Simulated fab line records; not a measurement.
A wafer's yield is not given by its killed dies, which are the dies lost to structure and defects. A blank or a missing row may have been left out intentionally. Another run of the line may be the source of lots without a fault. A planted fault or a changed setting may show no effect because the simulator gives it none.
What tool caused it? | flow n5_finfet | 72 wafers from 24 lots sampled at 6 of the route's 1938 steps

WHAT THE GAUGES READ, wafer by wafer
The record lacks any reading of a measuring or inspecting step that a usual standard deviation could be used to judge.

WHICH TOOL RAN EACH LOT (tool, then ch and the chambers of the sampled wafers, then the start)
lot  | N5_BEOL_M1_ETCH_70                 | N5_BEOL_M1_ETCH_41                            | N5_BEOL_M1_SPUTTER_79        | N5_BEOL_M1_SPUTTER_90        | N5_BEOL_M1_SPUTTER_92        | N5_BEOL_M2_ILD_DEP_00
L074 | rie_diel-01 ch 1,3, day 6 11:44    | rie_diel-01 ch 1,3, day 6 14:14 or earlier    | pvd_sputter-03, day 6 14:14  | pvd_sputter-03, day 6 15:07  | pvd_sputter-03, day 6 15:20  | pecvd-04 ch 0,1,2, day 6 16:58
L075 | rie_diel-03 ch 0,2,3, day 6 21:15  | rie_diel-03 ch 0,2,3, day 6 23:11 or earlier  | pvd_sputter-01, day 6 23:11  | pvd_sputter-01, day 7 00:04  | pvd_sputter-01, day 7 00:17  | pecvd-03 ch 1,2, day 7 01:51
L076 | rie_diel-02 ch 1,2,3, day 6 23:58  | rie_diel-02 ch 1,2,3, day 7 01:40 or earlier  | pvd_sputter-02, day 7 01:40  | pvd_sputter-02, day 7 02:33  | pvd_sputter-02, day 7 02:46  | pecvd-03 ch 0,1, day 7 04:20
L077 | rie_diel-01 ch 0,1,2, day 7 03:16  | rie_diel-01 ch 0,1,2, day 7 05:06 or earlier  | pvd_sputter-03, day 7 05:06  | pvd_sputter-03, day 7 15:46  | pvd_sputter-03, day 7 15:59  | pecvd-04 ch 1,2, day 7 17:32
L078 | rie_diel-02 ch 1,3, day 7 15:26    | rie_diel-02 ch 1,3, day 7 17:26 or earlier    | pvd_sputter-03, day 7 17:26  | pvd_sputter-03, day 7 18:19  | pvd_sputter-03, day 7 18:32  | pecvd-02 ch 0,1, day 7 20:37
L079 | rie_diel-03 ch 2,3, day 7 19:04    | rie_diel-03 ch 2,3, day 7 20:44 or earlier    | pvd_sputter-02, day 7 20:44  | pvd_sputter-02, day 7 21:37  | pvd_sputter-02, day 7 21:50  | pecvd-04 ch 0,1, day 8 00:17
L080 | rie_diel-03 ch 0,1,3, day 8 00:34  | rie_diel-03 ch 0,1,3, day 8 03:02 or earlier  | pvd_sputter-03, day 8 03:02  | pvd_sputter-03, day 8 03:55  | pvd_sputter-03, day 8 04:08  | pecvd-04 ch 0,1, day 8 07:11
L081 | rie_diel-02 ch 0,2, day 8 01:59    | rie_diel-02 ch 0,2, day 8 03:45 or earlier    | pvd_sputter-02, day 8 03:45  | pvd_sputter-02, day 8 04:38  | pvd_sputter-02, day 8 04:51  | pecvd-04 ch 0,2, day 8 07:44
L082 | rie_diel-03 ch 0,1,2, day 8 04:40  | rie_diel-03 ch 0,1,2, day 8 06:25 or earlier  | pvd_sputter-02, day 8 06:25  | pvd_sputter-02, day 8 07:17  | pvd_sputter-02, day 8 07:31  | pecvd-04 ch 0,1, day 8 11:32
L083 | rie_diel-03 ch 2,3, day 8 15:50    | rie_diel-03 ch 2,3, day 8 18:06 or earlier    | pvd_sputter-02, day 8 18:06  | pvd_sputter-02, day 8 18:59  | pvd_sputter-02, day 8 19:12  | pecvd-03 ch 0,1,2, day 8 20:45
L084 | rie_diel-01 ch 0,1,3, day 8 21:13  | rie_diel-01 ch 0,1,3, day 9 00:38 or earlier  | pvd_sputter-03, day 9 00:38  | pvd_sputter-03, day 9 01:31  | pvd_sputter-03, day 9 01:44  | pecvd-03 ch 0,1,2, day 9 03:17
L085 | rie_diel-01 ch 0,1,3, day 8 23:56  | rie_diel-01 ch 0,1,3, day 9 02:06 or earlier  | pvd_sputter-01, day 9 02:06  | pvd_sputter-01, day 9 02:59  | pvd_sputter-01, day 9 03:12  | pecvd-03 ch 0,1,2, day 9 04:48
L086 | rie_diel-03 ch 0,1,3, day 9 19:20  | rie_diel-03 ch 0,1,3, day 9 20:49 or earlier  | pvd_sputter-01, day 9 20:49  | pvd_sputter-01, day 9 21:41  | pvd_sputter-01, day 9 21:55  | pecvd-02 ch 0,1,2, day 9 23:34
L087 | rie_diel-03 ch 2,3, day 9 22:35    | rie_diel-03 ch 2,3, day 10 00:02 or earlier   | pvd_sputter-03, day 10 00:02 | pvd_sputter-03, day 10 00:55 | pvd_sputter-03, day 10 01:08 | pecvd-02 ch 0,1,2, day 10 02:49
L088 | rie_diel-03 ch 2,3, day 10 01:31   | rie_diel-03 ch 2,3, day 10 03:31 or earlier   | pvd_sputter-01, day 10 03:31 | pvd_sputter-01, day 10 04:24 | pvd_sputter-01, day 10 04:37 | pecvd-04 ch 1,2, day 10 06:13
L090 | rie_diel-03 ch 0,1,3, day 10 11:07 | rie_diel-03 ch 0,1,3, day 10 12:39 or earlier | pvd_sputter-03, day 10 12:39 | pvd_sputter-03, day 10 13:32 | pvd_sputter-03, day 10 13:45 | pecvd-02 ch 0,1,2, day 10 15:23
L089 | rie_diel-02 ch 0,1,2, day 10 11:10 | rie_diel-02 ch 0,1,2, day 10 12:49 or earlier | pvd_sputter-02, day 10 12:49 | pvd_sputter-02, day 10 13:42 | pvd_sputter-02, day 10 13:55 | pecvd-03 ch 0,1,2, day 10 15:35
L091 | rie_diel-03 ch 0,1,2, day 10 16:00 | rie_diel-03 ch 0,1,2, day 10 18:56 or earlier | pvd_sputter-02, day 10 18:56 | pvd_sputter-02, day 10 19:49 | pvd_sputter-02, day 10 20:02 | pecvd-03 ch 0,1,2, day 10 21:35
L092 | rie_diel-03 ch 2,3, day 10 18:13   | rie_diel-03 ch 2,3, day 10 20:47 or earlier   | pvd_sputter-03, day 10 20:47 | pvd_sputter-03, day 10 21:40 | pvd_sputter-03, day 10 21:53 | pecvd-02 ch 0,1,2, day 10 23:41
L093 | rie_diel-01 ch 0,1, day 10 21:37   | rie_diel-01 ch 0,1, day 10 23:38 or earlier   | pvd_sputter-03, day 10 23:38 | pvd_sputter-03, day 11 00:31 | pvd_sputter-03, day 11 00:44 | pecvd-04 ch 0,1,2, day 11 02:19
L094 | rie_diel-03 ch 1,2,3, day 11 05:38 | rie_diel-03 ch 1,2,3, day 11 07:07 or earlier | pvd_sputter-01, day 11 07:07 | pvd_sputter-01, day 11 08:00 | pvd_sputter-01, day 11 08:13 | pecvd-02 ch 1,2, day 11 09:46
L095 | rie_diel-01 ch 1,2,3, day 11 11:35 | rie_diel-01 ch 1,2,3, day 11 13:25 or earlier | pvd_sputter-03, day 11 13:25 | pvd_sputter-03, day 11 14:17 | pvd_sputter-03, day 11 14:31 | pecvd-03 ch 1,2, day 11 16:04
L096 | rie_diel-02 ch 0,1,3, day 11 17:48 | rie_diel-02 ch 0,1,2, day 11 20:42 or earlier | pvd_sputter-01, day 11 20:42 | pvd_sputter-01, day 11 21:35 | pvd_sputter-01, day 11 21:48 | pecvd-04 ch 0,2, day 11 23:22
L097 | rie_diel-03 ch 0,1,2, day 12 05:51 | rie_diel-03 ch 0,1,2, day 12 09:19 or earlier | pvd_sputter-01, day 12 09:19 | pvd_sputter-01, day 12 10:12 | pvd_sputter-01, day 12 10:25 | pecvd-04 ch 0,1,2, day 12 11:58
- N5_BEOL_M1_ETCH_70: etches SOC in N2/H2, target depth 80 nm, overetch 16 nm, time 120 s.
- N5_BEOL_M1_ETCH_41: etches SiCN in CH3F/O2, target depth 31.9 nm, time 57.8 s.
- N5_BEOL_M1_SPUTTER_79: material Cu, target thk 4.5 nm, time 8.29 s.
- N5_BEOL_M1_SPUTTER_90: material Cu, target thk 4.5 nm, time 8.29 s.
- N5_BEOL_M1_SPUTTER_92: material Cu, target thk 4.5 nm, time 8.29 s.
- N5_BEOL_M2_ILD_DEP_00: deposits SiOC from DEMS/O2, target thk 79 nm, time 15.3 s.

AS READ BY THE TOOLS THEMSELVES (means over the sampled wafers that have a number; for cases with no such wafer, the mark the record gives instead)
N5_BEOL_M1_ETCH_70.
lot  | tool        | drypump_motor_current_A (A) | oes_product_au (a.u.) | rf_vpp_V (V) | showerhead_plenum_p_Torr (Torr) | throttle_valve_pct (%)
L074 | rie_diel-01 | 6.1                         | 0.62                  | 523.2        | 2.52                            | 17.80
L075 | rie_diel-03 | 5.8                         | 0.62                  | 525.3        | 2.60                            | 17.83
L076 | rie_diel-02 | 6.0                         | 0.60                  | 521.0        | 2.45                            | 17.86
L077 | rie_diel-01 | 5.9                         | 0.61                  | 524.7        | 2.55                            | 18.04
L078 | rie_diel-02 | 5.5                         | 0.63                  | 521.6        | 2.47                            | 17.85
L079 | rie_diel-03 | 5.7                         | 0.61                  | 526.4        | 2.64                            | 17.61
L080 | rie_diel-03 | 5.9                         | 0.63                  | 524.3        | 2.54                            | 17.70
L081 | rie_diel-02 | 6.7                         | 0.54                  | 522.4        | 2.48                            | 17.93
L082 | rie_diel-03 | 6.0                         | 0.59                  | 522.6        | 2.48                            | 18.00
L083 | rie_diel-03 | 5.7                         | 0.61                  | 525.9        | 2.64                            | 17.61
L084 | rie_diel-01 | 6.1                         | 0.61                  | 524.1        | 2.52                            | 17.86
L085 | rie_diel-01 | 6.1                         | 0.61                  | 523.5        | 2.52                            | 17.86
L086 | rie_diel-03 | 5.9                         | 0.61                  | 523.9        | 2.54                            | 17.73
L087 | rie_diel-03 | 5.8                         | 0.57                  | 524.9        | 2.58                            | 17.91
L088 | rie_diel-03 | 5.7                         | 0.60                  | 525.6        | 2.63                            | 17.62
L090 | rie_diel-03 | 5.9                         | 0.61                  | 523.8        | 2.53                            | 17.75
L089 | rie_diel-02 | 6.3                         | 0.55                  | 522.3        | 2.49                            | 17.92
L091 | rie_diel-03 | 6.0                         | 0.58                  | 522.2        | 2.48                            | 18.04
L092 | rie_diel-03 | 5.7                         | 0.59                  | 525.8        | 2.63                            | 17.63
L093 | rie_diel-01 | 6.2                         | 0.63                  | 522.2        | 2.50                            | 17.90
L094 | rie_diel-03 | 5.9                         | 0.58                  | 523.0        | 2.52                            | 17.79
L095 | rie_diel-01 | 5.9                         | 0.64                  | 523.1        | 2.53                            | 17.91
L096 | rie_diel-02 | 5.9                         | 0.57                  | 523.7        | 2.51                            | 17.91
L097 | rie_diel-03 | 6.0                         | 0.57                  | 522.4        | 2.47                            | 18.05

N5_BEOL_M1_ETCH_41.
lot  | tool        | O2_flow_sccm (sccm) | drypump_motor_current_A (A) | oes_product_au (a.u.) | rf_vpp_V (V) | showerhead_plenum_p_Torr (Torr) | throttle_valve_pct (%)
L074 | rie_diel-01 | 20.00               | 6.1                         | 0.80                  | 296.6        | 1.99                            | 16.35
L075 | rie_diel-03 | 20.02               | 5.8                         | 0.80                  | 298.0        | 2.04                            | 16.29
L076 | rie_diel-02 | 20.01               | 6.0                         | 0.80                  | 295.5        | 1.93                            | 16.37
L077 | rie_diel-01 | 19.97               | 5.9                         | 0.80                  | 297.3        | 2.01                            | 16.52
L078 | rie_diel-02 | 19.97               | 5.5                         | 0.83                  | 296.3        | 1.94                            | 16.35
L079 | rie_diel-03 | 19.97               | 5.7                         | 0.80                  | 298.8        | 2.08                            | 16.10
L080 | rie_diel-03 | 19.96               | 5.9                         | 0.82                  | 297.2        | 1.99                            | 16.17
L081 | rie_diel-02 | 20.05               | 6.6                         | 0.70                  | 295.8        | 1.95                            | 16.48
L082 | rie_diel-03 | 20.05               | 5.9                         | 0.77                  | 295.9        | 1.95                            | 16.44
L083 | rie_diel-03 | 19.96               | 5.6                         | 0.79                  | 299.1        | 2.08                            | 16.11
L084 | rie_diel-01 | 20.01               | 6.1                         | 0.80                  | 297.2        | 1.98                            | 16.40
L085 | rie_diel-01 | 19.97               | 6.1                         | 0.80                  | 296.8        | 1.98                            | 16.39
L086 | rie_diel-03 | 20.07               | 5.9                         | 0.80                  | 297.1        | 1.99                            | 16.18
L087 | rie_diel-03 | 20.01               | 5.8                         | 0.73                  | 298.1        | 2.03                            | 16.42
L088 | rie_diel-03 | 20.02               | 5.7                         | 0.78                  | 298.1        | 2.07                            | 16.14
L090 | rie_diel-03 | 19.96               | 5.8                         | 0.80                  | 297.0        | 1.99                            | 16.20
L089 | rie_diel-02 | 20.02               | 6.3                         | 0.72                  | 295.9        | 1.96                            | 16.44
L091 | rie_diel-03 | 20.01               | 6.0                         | 0.75                  | 296.1        | 1.95                            | 16.49
L092 | rie_diel-03 | 20.05               | 5.6                         | 0.77                  | 298.8        | 2.07                            | 16.14
L093 | rie_diel-01 | 20.01               | 6.2                         | 0.82                  | 297.0        | 1.96                            | 16.43
L094 | rie_diel-03 | 19.97               | 5.9                         | 0.75                  | 296.7        | 1.97                            | 16.30
L095 | rie_diel-01 | 19.97               | 5.9                         | 0.84                  | 296.9        | 1.99                            | 16.41
L096 | rie_diel-02 | 20.05               | 6.4                         | 0.71                  | 296.1        | 1.96                            | 16.45
L097 | rie_diel-03 | 19.99               | 6.0                         | 0.74                  | 296.3        | 1.94                            | 16.50

N5_BEOL_M1_SPUTTER_79.
lot  | tool           | throttle_valve_pct (%)
L074 | pvd_sputter-03 | 30.2
L075 | pvd_sputter-01 | 29.6
L076 | pvd_sputter-02 | 31.3
L077 | pvd_sputter-03 | 29.8
L078 | pvd_sputter-03 | 30.5
L079 | pvd_sputter-02 | 29.7
L080 | pvd_sputter-03 | 29.9
L081 | pvd_sputter-02 | 28.3
L082 | pvd_sputter-02 | 30.9
L083 | pvd_sputter-02 | 31.2
L084 | pvd_sputter-03 | 30.1
L085 | pvd_sputter-01 | 29.1
L086 | pvd_sputter-01 | 29.6
L087 | pvd_sputter-03 | 29.5
L088 | pvd_sputter-01 | 29.3
L090 | pvd_sputter-03 | 30.3
L089 | pvd_sputter-02 | 29.8
L091 | pvd_sputter-02 | 29.8
L092 | pvd_sputter-03 | 30.5
L093 | pvd_sputter-03 | 30.1
L094 | pvd_sputter-01 | 29.8
L095 | pvd_sputter-03 | 30.0
L096 | pvd_sputter-01 | 29.5
L097 | pvd_sputter-01 | 29.5

N5_BEOL_M1_SPUTTER_90.
lot  | tool           | throttle_valve_pct (%)
L074 | pvd_sputter-03 | 30.3
L075 | pvd_sputter-01 | 29.4
L076 | pvd_sputter-02 | 31.4
L077 | pvd_sputter-03 | 29.9
L078 | pvd_sputter-03 | 30.5
L079 | pvd_sputter-02 | 29.7
L080 | pvd_sputter-03 | 30.0
L081 | pvd_sputter-02 | 28.4
L082 | pvd_sputter-02 | 30.8
L083 | pvd_sputter-02 | 31.0
L084 | pvd_sputter-03 | 30.0
L085 | pvd_sputter-01 | 29.0
L086 | pvd_sputter-01 | 29.5
L087 | pvd_sputter-03 | 29.6
L088 | pvd_sputter-01 | 29.4
L090 | pvd_sputter-03 | 30.1
L089 | pvd_sputter-02 | 29.9
L091 | pvd_sputter-02 | 30.1
L092 | pvd_sputter-03 | 30.6
L093 | pvd_sputter-03 | 30.3
L094 | pvd_sputter-01 | 29.9
L095 | pvd_sputter-03 | 30.1
L096 | pvd_sputter-01 | 29.6
L097 | pvd_sputter-01 | 29.6

N5_BEOL_M1_SPUTTER_92.
lot  | tool           | throttle_valve_pct (%)
L074 | pvd_sputter-03 | 30.1
L075 | pvd_sputter-01 | 29.5
L076 | pvd_sputter-02 | 31.4
L077 | pvd_sputter-03 | 30.1
L078 | pvd_sputter-03 | 30.7
L079 | pvd_sputter-02 | 29.7
L080 | pvd_sputter-03 | 29.6
L081 | pvd_sputter-02 | 28.3
L082 | pvd_sputter-02 | 30.9
L083 | pvd_sputter-02 | 31.3
L084 | pvd_sputter-03 | 30.1
L085 | pvd_sputter-01 | 29.2
L086 | pvd_sputter-01 | 29.6
L087 | pvd_sputter-03 | 29.6
L088 | pvd_sputter-01 | 29.4
L090 | pvd_sputter-03 | 30.2
L089 | pvd_sputter-02 | 29.9
L091 | pvd_sputter-02 | 30.0
L092 | pvd_sputter-03 | 30.6
L093 | pvd_sputter-03 | 30.2
L094 | pvd_sputter-01 | 30.0
L095 | pvd_sputter-03 | 30.0
L096 | pvd_sputter-01 | 29.5
L097 | pvd_sputter-01 | 29.4

N5_BEOL_M2_ILD_DEP_00.
lot  | tool     | heater_power_outer_w (W) | heater_power_w (W) | showerhead_plenum_p_Torr (Torr) | throttle_valve_pct (%)
L074 | pecvd-04 | 248                      | 459                | 5.714                           | 12.2
L075 | pecvd-03 | 254                      | 491                | 5.681                           | 12.6
L076 | pecvd-03 | 244                      | 489                | 5.680                           | 11.9
L077 | pecvd-04 | 237                      | 447                | 5.706                           | 12.0
L078 | pecvd-02 | 275                      | 503                | 5.693                           | 12.1
L079 | pecvd-04 | 221                      | 408                | 5.700                           | 12.9
L080 | pecvd-04 | 264                      | 475                | 5.705                           | 12.8
L081 | pecvd-04 | 273                      | 500                | 5.706                           | 11.8
L082 | pecvd-04 | 214                      | 399                | 5.701                           | 13.0
L083 | pecvd-03 | 260                      | 517                | 5.670                           | 12.0
L084 | pecvd-03 | 277                      | 537                | 5.687                           | 12.2
L085 | pecvd-03 | 261                      | 515                | 5.676                           | 12.2
L086 | pecvd-02 | 269                      | 493                | 5.689                           | 12.0
L087 | pecvd-02 | 280                      | 511                | 5.683                           | 11.8
L088 | pecvd-04 | 257                      | 470                | 5.708                           | 12.7
L090 | pecvd-02 | 274                      | 493                | 5.686                           | 11.8
L089 | pecvd-03 | 274                      | 521                | 5.680                           | 11.6
L091 | pecvd-03 | 231                      | 465                | 5.688                           | 11.7
L092 | pecvd-02 | 291                      | 527                | 5.693                           | 11.8
L093 | pecvd-04 | 260                      | 478                | 5.695                           | 12.3
L094 | pecvd-02 | 281                      | 499                | 5.686                           | 12.0
L095 | pecvd-03 | 258                      | 496                | 5.681                           | 12.0
L096 | pecvd-04 | 262                      | 490                | 5.700                           | 11.5
L097 | pecvd-04 | 268                      | 480                | 5.711                           | 12.4

THE ANSWER, worked out from the rows above alone
Rule: usual is defined by the lots themselves. Put in order of their means at a reading, lots are off if they are a third of the lots or fewer, leave a main group of 4 or more, and stand apart from it by a gap of 3 or more times the standard deviation of the main group's means; of several such gaps the widest counts. If all means in a main group match to the digits the tables above print for the reading, that group is not used. Also off: a lot with no number at a reading for which 4 or more lots have one. Any other lot the step has rows for is counted as sound. After the gauges, taken in route order, come the tools' own readings; for these a lot's mean is taken, as printed above. At the first step where some lot is off, the reading lying furthest off is the one used; lots without a number count as furthest.
None of the lots is off at any reading shown; this tells nothing.

WHAT THE SIMULATOR PUT IN
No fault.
